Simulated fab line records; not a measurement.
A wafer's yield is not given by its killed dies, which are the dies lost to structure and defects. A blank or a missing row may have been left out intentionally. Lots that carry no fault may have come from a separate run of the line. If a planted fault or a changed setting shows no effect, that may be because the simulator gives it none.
fab line records    flow n5Finfet
record: lots: 5  wafers: 15  lastDay: 16
route steps=1938 shown BEOL_M8@1350
lots untouched by any fault: they come from a run of this same line in which no faults occurred
startH: the number of hours between the record's first day and the start of the first shown wafer of the lot    waitH: hours elapsed since this lot's preceding step    " same as the row above    L1.1+2: a row that stands for several wafers    - no value present, or no start provided    * or withheld: withheld    < > ~ a bound
route shown NAME@n: NAME is a module with steps in the file, n the number in the route of the first one    usual: average and standard deviation across the fault-free wafers    same: alike in all rows    chamber/n: place in a boat    sites: each site's reading    _std_site: standard deviation across them    _edge_site: the outer-site mean with the inner-site mean subtracted    radiusMm: how far each site lies from the wafer's centre    mask NAME#n: copy n    behind: the last tool/chamber to shape the wafer    hold: what put the lot on hold/how long, in hours/how the hold closed    device: transistor that didn't switch, given as n, p or np    end of line: the route-end tests of the same wafers    step lacking rows: just its recipe    killed: at the first sort, the dies lost to defects and structure; wafer yield is something else    map: a wafer's dies, x killed, . not, _ none there
set.NAME: setting as actually run; set.NAME@STEP: the setting as run at that earlier step    model.NAME: the simulator's own value behind a step, which no gauge read
a table for each step, a row for each wafer; lots at some steps of the route
services: when a tool's chamber went out of use (startH, in hours from the record's first day, below 0 if earlier), for how many hours, and the reason
== steps ==
step: N5_BEOL_M8_ETCH_62
recipe: chemistry: N2/H2  target: SOC  targetDepthA: 1100  overetchA: 220  maskMaterial: SiARC  tempC: 40  timeS: 165  ionEnergyEv: 200  pressureMtorr: 30  sourceW: 840  biasW: 150  n2FlowSccm: 200  h2FlowSccm: 200
usual: drypumpMotorCurrentA: 5.9/0.4  oesProductAu: 0.70/0.091  rfVppV: 523.2/2.4  showerheadPlenumPTorr: 2.51/0.076  throttleValvePct: 17.71/0.24
same: timeS: 165
lot.wafer  tool        chamber  startH  waitH  drypumpMotorCurrentA  oesProductAu  rfHoursCounterH  rfVppV  showerheadPlenumPTorr  throttleValvePct
L641.2     rieDiel-05  1        208.20  0.0    5.2                   0.58          226              525.3   2.61                   18.03
L641.4     "           2        "       "      5.5                   0.76          28               521.8   2.48                   17.42
L641.6     "           0        "       "      5.8                   0.59          -                527.2   2.61                   17.74
L642.1     rieDiel-02  0        219.48  0.0    6.3                   0.62          162              517.7   2.33                   17.94
L642.4     "           1        "       "      5.4                   0.61          200              526.6   2.64                   17.83
L642.6     "           2        "       "      5.8                   0.81          -                523.3   2.48                   17.63
L644.1     rieDiel-05  2        232.22  0.0    5.5                   0.75          35               522.1   2.48                   17.44
L644.3     "           0        "       "      5.7                   0.59          240              525.9   2.60                   17.76
L644.5     "           0        "       "      5.8                   0.59          -                527.1   2.60                   17.76
L645.1     rieDiel-03  3        248.03  0.0    5.9                   0.59          223              523.2   2.53                   17.74
L645.4     "           0        "       "      6.3                   0.84          1                521.8   2.50                   17.52
L645.5     "           0        "       "      6.3                   0.85          -                524.5   2.50                   17.54
L653.2     rieDiel-05  0        290.44  0.0    5.8                   0.83          5                527.0   2.60                   17.29
L653.3     "           3        "       "      6.5                   0.57          245              526.0   2.62                   18.30
L653.6     "           3        "       "      6.5                   0.57          -                524.9   2.62                   18.30
step: N5_BEOL_M8_STRIP_68
recipe: chemistry: N2/H2  tempC: 40  n2FlowSccm: 200  h2FlowSccm: 200  rfFrequencyHz: 6e+07
step: N5_BEOL_M8_STRIP_67
recipe: chemistry: CF4  resist: SiARC  powerW: 300  biasPowerW: 75  pressureMtorr: 50  cf4FlowSccm: 150  rfFrequencyHz: 6e+07
usual: drypumpMotorCurrentA: 5.9/0.4  oesProductAu: 0.82/0.11  rfVppV: 270.8/1.4  showerheadPlenumPTorr: 1.77/0.049  throttleValvePct: 13.48/0.22
lot.wafer  tool        chamber  startH  waitH  drypumpMotorCurrentA  oesProductAu  rfHoursCounterH  rfVppV  showerheadPlenumPTorr  throttleValvePct
L641.2     rieDiel-05  1        208.34  0.0    5.2                   0.70          226              273.7   1.83                   13.86
L641.4     "           2        "       "      5.5                   0.89          28               270.9   1.75                   13.21
L641.6     "           0        "       "      5.8                   0.70          -                272.6   1.84                   13.60
L642.1     rieDiel-02  0        219.62  0.0    6.4                   0.74          162              268.7   1.64                   13.66
L642.4     "           1        "       "      5.4                   0.72          200              273.2   1.84                   13.49
L642.6     "           2        "       "      5.7                   0.94          -                271.4   1.77                   13.37
L644.1     rieDiel-05  2        232.37  0.0    5.5                   0.88          35               270.6   1.75                   13.21
L644.3     "           0        "       "      5.8                   0.69          240              271.5   1.84                   13.60
L644.5     "           0        "       "      5.8                   0.69          -                271.5   1.84                   13.60
L645.1     rieDiel-03  3        248.18  0.0    5.9                   0.70          223              271.8   1.77                   13.53
L645.4     "           0        "       "      6.3                   1.01          1                271.1   1.77                   13.36
L645.5     "           0        "       "      6.3                   1.01          -                271.3   1.77                   13.35
L653.2     rieDiel-05  0        290.59  0.0    5.8                   0.98          5                272.7   1.84                   13.05
L653.3     "           3        "       "      6.5                   0.68          245              269.4   1.82                   13.94
L653.6     "           3        "       "      6.5                   0.68          -                271.7   1.82                   13.94
step: N5_BEOL_M8_HM_OPEN_17
recipe: chemistry: Cl2/BCl3  targetDepthA: 200  overetchA: 60  target: TiN  maskMaterial: SOC  ionEnergyEv: 150  pressureMtorr: 10  icpW: 1000  biasW: 126  Cl2_flow_sccm: 53.25  bcl3FlowSccm: 21.75  Ar_flow_sccm: 25
usual: drypumpMotorCurrentA: 5.8/0.43  mfcArSccm: 24.99/0.075  oesProductAu: 0.63/0.08  throttleValvePct: 22.29/0.23
lot.wafer  tool         chamber  startH  waitH  drypumpMotorCurrentA  mfcArSccm  oesProductAu  rfHoursCounterH  throttleValvePct
L641.2     rieMetal-02  1        208.39  0.0    5.1                   25.08      0.62          78               22.53
L641.4     "            0        "       "      5.7                   24.88      0.53          -                22.30
L641.6     "            1        "       "      5.1                   25.19      0.61          -                22.52
L642.1     rieMetal-03  0        219.66  0.0    5.9                   24.92      0.69          33               22.36
L642.4     "            1        "       "      6.4                   24.97      0.59          -                22.35
L642.6     "            1        "       "      6.4                   24.90      0.59          -                22.32
L644.1     rieMetal-01  1        232.41  0.0    6.0                   25.04      0.60          79               21.97
L644.3     "            0        "       "      6.1                   24.87      0.53          -                22.51
L644.5     "            1        "       "      5.9                   25.05      0.60          -                22.00
L645.1     rieMetal-01  1        248.22  0.0    6.0                   24.99      0.58          80               22.01
L645.4     "            0        "       "      6.1                   24.95      0.52          -                22.51
L645.5     "            0        "       "      6.1                   24.93      0.53          -                22.50
L653.2     rieMetal-02  1        290.63  0.0    5.1                   24.94      0.59          90               22.56
L653.3     "            1        "       "      5.1                   24.90      0.58          -                22.56
L653.6     "            0        "       "      5.7                   25.17      0.77          -                21.99
step: N5_BEOL_M8_STRIP_19
recipe: chemistry: O2  powerW: 400  tempC: 40  pressureMtorr: 30  rfFrequencyHz: 6e+07  biasPowerW: 0  overashFraction: 0.2  o2FlowSccm: 225
usual: drypumpMotorCurrentA: 5.9/0.4  oesProductAu: 0.81/0.11  rfVppV: 3.6/0.66  showerheadPlenumPTorr: 2.07/0.07  throttleValvePct: 16.58/0.22
lot.wafer  tool        chamber  startH  waitH  drypumpMotorCurrentA  oesProductAu  rfHoursCounterH  rfVppV  showerheadPlenumPTorr  throttleValvePct
L641.2     rieDiel-05  3        208.50  0.1    6.5                   0.70          215              3.2     2.16                   16.97
L641.4     "           0        "       "      5.8                   0.70          232              4.0     2.18                   16.73
L641.6     "           2        "       "      5.5                   0.91          -                2.6     2.04                   16.28
L642.1     rieDiel-05  1        219.97  0.3    5.1                   0.69          230              2.5     2.17                   17.06
L642.4     "           3        "       "      6.5                   0.69          218              4.2     2.16                   16.96
L642.6     "           0        "       "      5.8                   0.68          -                4.5     2.17                   16.73
L644.1     rieDiel-05  1        232.52  0.1    5.1                   0.68          234              3.8     2.17                   17.09
L644.3     "           3        "       "      6.5                   0.69          222              4.1     2.16                   16.96
L644.5     "           3        "       "      6.5                   0.69          -                4.7     2.16                   16.97
L645.1     rieDiel-03  0        248.38  0.1    6.3                   1.02          2                5.1     2.07                   16.48
L645.4     "           3        "       "      5.9                   0.70          223              3.6     2.05                   16.43
L645.5     "           0        "       "      6.3                   1.01          -                4.0     2.07                   16.49
L653.2     rieDiel-02  2        290.74  0.1    5.8                   0.87          32               3.8     2.06                   16.59
L653.3     "           3        "       "      6.0                   0.80          89               3.3     2.02                   16.74
L653.6     "           1        "       "      5.4                   0.69          -                3.8     2.16                   16.60
step: N5_BEOL_M8_CD_MEAS_18
recipe: pitchNm: 80  targetCdNm: 40
usual: cdNm: 40.2/0.53
lot.wafer  tool      chamber  startH  waitH  cdNm
L641.2     cdSem-03  -        208.57  0.1    39.3
L641.4     "         -        "       "      40.0
L641.6     "         -        "       "      39.8
L642.1     cdSem-02  -        220.04  0.0    39.9
L642.4     "         -        "       "      40.7
L642.6     "         -        "       "      40.5
L644.1     cdSem-02  -        232.59  0.0    40.1
L644.3     "         -        "       "      39.9
L644.5     "         -        "       "      40.0
L645.1     cdSem-01  -        248.46  0.1    40.6
L645.4     "         -        "       "      40.3
L645.5     "         -        "       "      40.2
L653.2     cdSem-03  -        290.81  0.1    41.0
L653.3     "         -        "       "      40.2
L653.6     "         -        "       "      40.3
step: N5_BEOL_M8_COAT_63
recipe: resist: SOC  tempC: 250  timeS: 60  spinRpm: 1500  resistThkNm: 60
step: N5_BEOL_M8_COAT_64
recipe: resist: SiARC  tempC: 220  timeS: 60  spinRpm: 1500  resistThkNm: 12
step: N5_BEOL_M8_COAT_71
recipe: resist: underlayer  tempC: 205  timeS: 60  spinRpm: 1500  resistThkNm: 5
step: N5_BEOL_M8_COAT_22
recipe: resist: CAR-EUV  spinRpm: 1500  resistThkNm: 30
step: N5_BEOL_M8_EBR_24
recipe: solvent: PGMEA  ebrWidthMm: 1.5
step: N5_BEOL_M8_SOFTBAKE_23
recipe: tempC: 110  timeS: 60  resist: CAR-EUV
step: N5_BEOL_M8_EXPOSE_25
recipe: maskId: V7  na: 0.33  sourceShape: annular  sigmaInner: 0.4  sigmaOuter: 0.8  polarization: unpolarized  targetCdNm: 40  doseMj: 42.5
lot.wafer   tool           chamber  startH  waitH  mask
L641.2+4+6  euvScanner-01  0        208.87  -      V7#0
L642.1+4+6  euvScanner-02  0        220.21  -      V7#0
L644.1+3+5  euvScanner-02  0        233.18  -      V7#0
L645.1+4+5  euvScanner-01  0        252.13  -      V7#0
L653.2+3+6  euvScanner-01  0        293.46  -      V7#0
step: N5_BEOL_M8_PEB_26
recipe: pebTempC: 100  pebTimeS: 60  resist: CAR-EUV
step: N5_BEOL_M8_DEVELOP_27
recipe: developTimeS: 30  developer: TMAH  resist: CAR-EUV  rinseLiquid: surfactantRinse  dry: airSpin  devTempC: 23
step: N5_BEOL_M8_CD_MEAS_28
recipe: targetCdNm: 40  landingEnergyEv: 500  detector: seInlens
usual: cdNm: 40.10/0.24
same: landingEnergyEv: 500
lot.wafer  tool      chamber  startH  waitH  cdNm
L641.2     cdSem-03  0        209.00  -      40.37
L641.4     "         0        "       "      40.44
L641.6     "         0        "       "      40.30
L642.1     cdSem-02  0        220.34  -      40.27
L642.4     "         0        "       "      40.66
L642.6     "         0        "       "      39.64
L644.1     cdSem-01  0        233.32  -      39.76
L644.3     "         0        "       "      40.01
L644.5     "         0        "       "      40.31
L645.1     cdSem-01  0        252.26  -      40.37
L645.4     "         0        "       "      40.24
L645.5     "         0        "       "      40.35
L653.2     cdSem-02  0        293.59  -      39.43
L653.3     "         0        "       "      39.27
L653.6     "         0        "       "      39.48
step: N5_BEOL_M8_OVL_MEAS_29
recipe: pointsPerWafer: 522
usual: V7_OVL: -0.1/0.61
lot.wafer  tool        chamber  startH  waitH  V7_OVL[nm]
L641.2     overlay-02  0        209.03  0.0    -0.4
L641.4     "           0        "       "      -1.1
L641.6     "           0        "       "      0.2
L642.1     overlay-01  0        220.37  0.0    -1.0
L642.4     "           0        "       "      0.2
L642.6     "           0        "       "      -1.0
L644.1     overlay-01  0        233.35  0.0    0.4
L644.3     "           0        "       "      -0.3
L644.5     "           0        "       "      -0.8
L645.1     overlay-02  0        252.29  0.0    0.2
L645.4     "           0        "       "      0.0
L645.5     "           0        "       "      -0.6
L653.2     overlay-01  0        293.62  0.0    0.5
L653.3     "           0        "       "      -0.6
L653.6     "           0        "       "      0.1
step: N5_BEOL_M8_INSPECT_30
recipe: mode: adi  inspectInstrument: brightfield
usual: rawDefectCount: 416/86
lot.wafer  tool              chamber  startH  waitH  rawDefectCount
L641.2     defectInspect-02  -        209.09  0.0    518
L641.4     "                 -        "       "      290
L641.6     "                 -        "       "      509
L642.1     defectInspect-02  -        220.43  0.1    564
L642.4     "                 -        "       "      512
L642.6     "                 -        "       "      525
L644.1     defectInspect-01  -        233.40  0.1    627
L644.3     "                 -        "       "      568
L644.5     "                 -        "       "      392
L645.1     defectInspect-02  -        252.35  0.1    604
L645.4     "                 -        "       "      499
L645.5     "                 -        "       "      532
L653.2     defectInspect-01  -        293.68  0.0    390
L653.3     "                 -        "       "      428
L653.6     "                 -        "       "      370
step: N5_BEOL_M8_DESCUM_33
recipe: chemistry: O2  timeS: 7  sourcePowerW: 50  biasPowerW: 20  pressureMtorr: 20  rfFrequencyHz: 2.712e+07  tempC: 40  resist: CAR-EUV  o2FlowSccm: 225
usual: drypumpMotorCurrentA: 5.9/0.4  oesProductAu: 0.82/0.11  rfVppV: 242.9/1.2  showerheadPlenumPTorr: 2.06/0.068  throttleValvePct: 20.31/0.22
same: timeS: 7
lot.wafer  tool        chamber  startH  waitH  drypumpMotorCurrentA  oesProductAu  rfHoursCounterH  rfVppV  showerheadPlenumPTorr  throttleValvePct  model.BEOL_M8.cdNm
L641.2     rieDiel-03  3        209.12  0.0    5.9                   0.72          206              244.6   2.05                   20.03             40.4
L641.4     "           0        "       "      6.3                   0.66          -                243.8   2.06                   20.64             40.2
L641.6     "           1        "       "      6.3                   0.76          -                243.0   2.10                   20.46             40.2
L642.1     rieDiel-02  1        220.56  0.1    5.4                   0.71          200              244.2   2.16                   20.27             40.2
L642.4     "           2        "       "      5.8                   0.95          5                242.8   2.06                   20.36             40.2
L642.6     "           2        "       "      5.8                   0.95          -                243.1   2.06                   20.35             40.2
L644.1     rieDiel-02  2        233.44  0.0    5.8                   0.93          10               241.7   2.06                   20.37             40
L644.3     "           3        "       "      5.9                   0.82          68               243.2   2.02                   20.44             40
L644.5     "           1        "       "      5.4                   0.71          -                245.3   2.16                   20.29             40.2
L645.1     rieDiel-02  3        252.38  0.0    6.0                   0.81          74               241.7   2.02                   20.47             40.2
L645.4     "           2        "       "      5.8                   0.91          17               241.4   2.06                   20.39             40
L645.5     "           2        "       "      5.8                   0.91          -                242.8   2.06                   20.37             40
L653.2     rieDiel-03  3        293.71  0.0    5.9                   0.69          235              243.4   2.04                   20.08             39.6
L653.3     "           0        "       "      6.3                   0.94          18               241.1   2.06                   20.30             39.4
L653.6     "           2        "       "      5.5                   0.92          -                243.1   2.03                   19.98             39.4
step: N5_BEOL_M8_ETCH_72
recipe: chemistry: N2/H2  target: underlayer  targetDepthA: 65  maskMaterial: CAR-EUV  timeS: 5.2  ionEnergyEv: 200  pressureMtorr: 30  sourceW: 840  biasW: 150  n2FlowSccm: 200  h2FlowSccm: 200  ends: cleared
step: N5_BEOL_M8_ETCH_65
recipe: chemistry: CF4  target: SiARC  targetDepthA: 156  maskMaterial: CAR-EUV  timeS: 26  ionEnergyEv: 80  pressureMtorr: 40  sourceW: 545  biasW: 36  Ar_flow_sccm: 100  cf4FlowSccm: 100  ends: cleared
usual: drypumpMotorCurrentA: 5.9/0.4  etchRfOnTimeS: 25.7/0.62  mfcArSccm: 100.0/0.32  oesProductAu: 0.70/0.094  rfVppV: 183.7/1.2  showerheadPlenumPTorr: 2.12/0.061  throttleValvePct: 15.52/0.2
lot.wafer  tool        chamber  startH  waitH  drypumpMotorCurrentA  etchRfOnTimeS  mfcArSccm  oesProductAu  rfHoursCounterH  rfVppV  showerheadPlenumPTorr  throttleValvePct
L641.2     rieDiel-03  3        209.17  0.0    5.9                   25.3           100.1      0.61          206              182.9   2.13                   15.47
L641.4     "           0        "       "      6.3                   26.2           100.2      0.57          -                181.8   2.11                   15.87
L641.6     "           1        "       "      6.4                   26.2           100.5      0.65          -                185.7   2.14                   15.63
L642.1     rieDiel-02  1        220.61  0.0    5.4                   26.9           99.8       0.60          200              186.0   2.22                   15.55
L642.4     "           2        "       "      5.8                   25.8           99.5       0.82          5                183.9   2.11                   15.42
L642.6     "           2        "       "      5.8                   25.8           99.4       0.81          -                183.2   2.11                   15.44
L644.1     rieDiel-02  2        233.49  0.0    5.8                   26.1           99.6       0.79          10               183.3   2.11                   15.45
L644.3     "           3        "       "      6.0                   25.7           100.5      0.70          68               183.8   2.07                   15.62
L644.5     "           1        "       "      5.4                   26.8           99.8       0.61          -                185.3   2.22                   15.53
L645.1     rieDiel-02  3        252.44  0.0    6.0                   25.7           99.6       0.70          74               182.8   2.07                   15.61
L645.4     "           2        "       "      5.7                   26.0           100.5      0.77          17               184.6   2.10                   15.47
L645.5     "           2        "       "      5.8                   26.0           100.7      0.77          -                184.1   2.10                   15.47
L653.2     rieDiel-03  3        293.76  0.0    6.0                   25.5           100.3      0.59          235              184.9   2.12                   15.53
L653.3     "           0        "       "      6.3                   25.4           99.7       0.82          18               183.0   2.10                   15.40
L653.6     "           2        "       "      5.5                   24.9           100.2      0.80          -                183.0   2.10                   15.26
step: N5_BEOL_M8_ETCH_66
recipe: chemistry: N2/H2  target: SOC  targetDepthA: 800  overetchA: 160  maskMaterial: SiARC  tempC: 40  timeS: 120  ionEnergyEv: 200  pressureMtorr: 30  sourceW: 840  biasW: 150  n2FlowSccm: 200  h2FlowSccm: 200
usual: drypumpMotorCurrentA: 5.9/0.4  oesProductAu: 0.63/0.079  rfVppV: 523.0/2.2  showerheadPlenumPTorr: 2.51/0.077  throttleValvePct: 17.70/0.22
same: timeS: 120
lot.wafer  tool        chamber  startH  waitH  drypumpMotorCurrentA  oesProductAu  rfHoursCounterH  rfVppV  showerheadPlenumPTorr  throttleValvePct  model.BEOL_M8.cdNm
L641.2     rieDiel-03  3        209.20  0.0    5.9                   0.54          206              523.4   2.54                   17.69             40.6
L641.4     "           0        "       "      6.3                   0.52          -                523.2   2.50                   17.96             40.4
L641.6     "           1        "       "      6.4                   0.59          -                523.7   2.54                   17.74             40.6
L642.1     rieDiel-02  1        220.64  0.0    5.4                   0.56          200              528.1   2.64                   17.83             39.8
L642.4     "           2        "       "      5.7                   0.72          5                522.5   2.48                   17.62             40
L642.6     "           2        "       "      5.8                   0.72          -                523.6   2.48                   17.62             39.8
L644.1     rieDiel-02  2        233.52  0.0    5.8                   0.71          10               523.3   2.48                   17.63             39.8
L644.3     "           3        "       "      6.0                   0.63          68               521.3   2.46                   17.79             40
L644.5     "           1        "       "      5.4                   0.55          -                527.0   2.64                   17.83             39.8
L645.1     rieDiel-02  3        252.46  0.0    6.0                   0.62          74               522.3   2.45                   17.79             40
L645.4     "           2        "       "      5.8                   0.69          17               521.9   2.48                   17.64             39.8
L645.5     "           2        "       "      5.8                   0.69          -                522.4   2.48                   17.63             40
L653.2     rieDiel-03  3        293.79  0.0    5.9                   0.52          235              522.0   2.52                   17.75             39.6
L653.3     "           0        "       "      6.3                   0.72          18               522.6   2.49                   17.55             39.4
L653.6     "           2        "       "      5.5                   0.70          -                522.0   2.47                   17.44             39.4
step: N5_BEOL_M8_STRIP_69
recipe: chemistry: N2/H2  tempC: 40  n2FlowSccm: 200  h2FlowSccm: 200  rfFrequencyHz: 6e+07
== services ==
tool           chamber  startH  hours  kind
rieDiel-02     2        188.84  -      clean
rieDiel-02     2        188.84  -      consumableReplace:focusRing
rieDiel-02     2        188.84  16.3   scheduledDown
rieDiel-02     2        188.84  16.3   ventCycle
rieMetal-03    -        195.21  10.0   pm
rieDiel-03     2        203.59  -      clean
rieDiel-03     2        203.59  -      consumableReplace:focusRing
rieDiel-03     2        203.59  17.8   scheduledDown
rieDiel-03     2        203.59  17.8   ventCycle
rieMetal-03    -        209.18  0.2    repair
rieDiel-03     1        217.32  3.5    repair
rieDiel-03     0        221.39  -      clean
euvScanner-01  -        224.75  1.0    pm
euvScanner-02  -        235.76  1.0    pm
rieMetal-03    -        240.62  28.1   pm
rieMetal-01    -        242.66  2.8    pm
rieDiel-05     3        253.97  1.8    repair
euvScanner-01  -        254.81  5.8    pm
rieDiel-02     1        259.41  3.0    repair
euvScanner-02  -        262.30  4.6    pm
rieDiel-02     0        272.35  6.4    repair
rieDiel-03     3        272.91  8.3    repair
euvScanner-01  -        280.86  1.0    pm
euvScanner-02  -        291.91  1.0    pm
== key ==
firstSign: step: N5_BEOL_M8_CD_MEAS_28  reading: cdNm  direction: down  sigmas: 2.9  usual: 40.10  struck: 39.39  through: controlLoop
effect none on later readings
modelEffect: step: N5_BEOL_M8_DESCUM_33  value: BEOL_M8.cdNm  without: 40.07  struck: 39.47
modelEffect: step: N5_BEOL_M8_ETCH_66  value: BEOL_M8.cdNm  without: 39.87  struck: 39.47
metAt N5_BEOL_M8_EXPOSE_25
struckWafers L653.2,L653.3,L653.6
loopTrim: step: N5_BEOL_M8_EXPOSE_25  setting: dose  lots: L653
onsetBetween 252.13 293.46
alsoFits time
fault: kind: processParameterDrift  tool: euvScanner-01  chamber: -  onsetH: 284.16  steps: N5_BEOL_M8_EXPOSE_25  channel: doseMj  offset: -1.2234  shape: step  actsIn: theseRecipesOnly  stated: 42.5
loopTrim: a control loop set the setting to another value than it would have without faults
